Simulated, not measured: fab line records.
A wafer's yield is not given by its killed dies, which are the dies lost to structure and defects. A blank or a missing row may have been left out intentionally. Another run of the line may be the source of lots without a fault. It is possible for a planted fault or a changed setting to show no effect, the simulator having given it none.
Chamber matching -- flow nand_harc -- 4 sister chambers for NHARC_A_CONTACT_ETCH_92 on rie_diel-07
The step etches the open film in CH3F/O2, target depth 40 nm, time 85.7 s. 8 wafers are shown with their chamber, then 12 later ones without.

== WAFERS WITH THEIR CHAMBER ==
wafer,chamber,drypump_motor_current_A (A),showerhead_plenum_p_Torr (Torr)
L084.4,1,6.0,2.54
L086.5,3,5.6,2.58
L087.1,2,6.1,2.48
L087.2,0,6.3,2.34
L087.3,3,5.6,2.57
L088.1,1,5.9,2.54
L088.2,2,6.1,2.48
L088.3,0,6.3,2.34

== WAFERS MISSING THEIR CHAMBER ==
wafer,drypump_motor_current_A (A),showerhead_plenum_p_Torr (Torr)
L090.2,5.9,2.54
L090.5,5.6,2.57
L090.6,6.3,2.34
L091.1,6.3,2.34
L091.3,5.9,2.54
L091.5,5.9,2.54
L092.1,5.6,2.57
L092.4,5.9,2.54
L092.6,5.6,2.57
L097.3,5.9,2.54
L097.4,6.3,2.33
L097.6,5.6,2.57

== THE CHAMBER EACH PASSED THROUGH ==
wafer,from the rows above,in truth
L090.2,1,1
L090.5,3,3
L090.6,0,0
L091.1,0,0
L091.3,1,1
L091.5,1,1
L092.1,3,3
L092.4,1,1
L092.6,3,3
L097.3,1,1
L097.4,0,0
L097.6,3,3
12 of 12 placed correctly. From these rows, 0 cannot be placed. Number placed wrongly: 0.
How it was worked out, from the rows above alone: a wafer's distance from a chamber is the root of the sum, over the readings, of the square of ((its reading less the chamber's mean) divided by the reading's scatter). The wafer belongs to the nearest chamber; if the next one is less than 2 further off, it can't be placed. Each chamber's mean is taken over the wafers shown for it. The scatter: take each reading less its chamber's mean, square it, sum over the shown wafers, divide by the number of wafers less the number of chambers, and take the root.
